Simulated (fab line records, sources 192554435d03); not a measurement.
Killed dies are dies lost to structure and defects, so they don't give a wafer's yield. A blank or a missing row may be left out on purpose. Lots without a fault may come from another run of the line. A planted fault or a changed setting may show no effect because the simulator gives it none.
Chamber matching | flow n5_finfet | N5_BEOL_M1_ILD_DEP_00 on pecvd-04: 3 sister chambers
The step deposits SiOC from DEMS/O2, target thk 79 nm, time 15.3 s. 6 wafers are shown with their chamber, then 7 later ones without.

WAFERS WITH THEIR CHAMBER
wafer  | chamber | throttle_valve_pct (%) | showerhead_plenum_p_Torr (Torr)
L386.6 | 1       | 13.2                   | 5.702
L385.3 | 1       | 13.4                   | 5.714
L387.4 | 0       | 11.8                   | 5.675
L387.5 | 2       | 11.7                   | 5.713
L388.2 | 2       | 11.9                   | 5.728
L388.5 | 0       | 12.0                   | 5.683

WAFERS WITHOUT THEIR CHAMBER
wafer  | throttle_valve_pct (%) | showerhead_plenum_p_Torr (Torr)
L388.6 | 13.4                   | 5.710
L390.2 | 12.1                   | 5.671
L390.5 | 12.0                   | 5.726
L390.6 | 12.2                   | 5.673
L403.2 | 12.1                   | 5.730
L403.3 | 13.2                   | 5.708
L403.4 | 12.1                   | 5.707

WHICH CHAMBER EACH WENT THROUGH
wafer  | from the rows above     | in truth
L388.6 | 1                       | 1
L390.2 | 0                       | 0
L390.5 | 2                       | 2
L390.6 | 0                       | 0
L403.2 | 2                       | 2
L403.3 | 1                       | 1
L403.4 | can't be placed: 2 or 0 | 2
Placed correctly: 6 of 7. Can't be placed from these rows: 1 (the true chamber is among the candidates in 1). Placed wrongly: 0.
How it was worked out, from the rows above alone: a wafer's distance from a chamber is the root of the sum, over the readings, of the square of ((its reading less the chamber's mean) divided by the reading's scatter). The wafer belongs to the nearest chamber; if the next one is less than 2 further off, it can't be placed. A chamber's mean is the mean of its shown wafers. The scatter: the root of (the sum of the squares of (reading less its chamber's mean) over the shown wafers, divided by (wafers less chambers)).
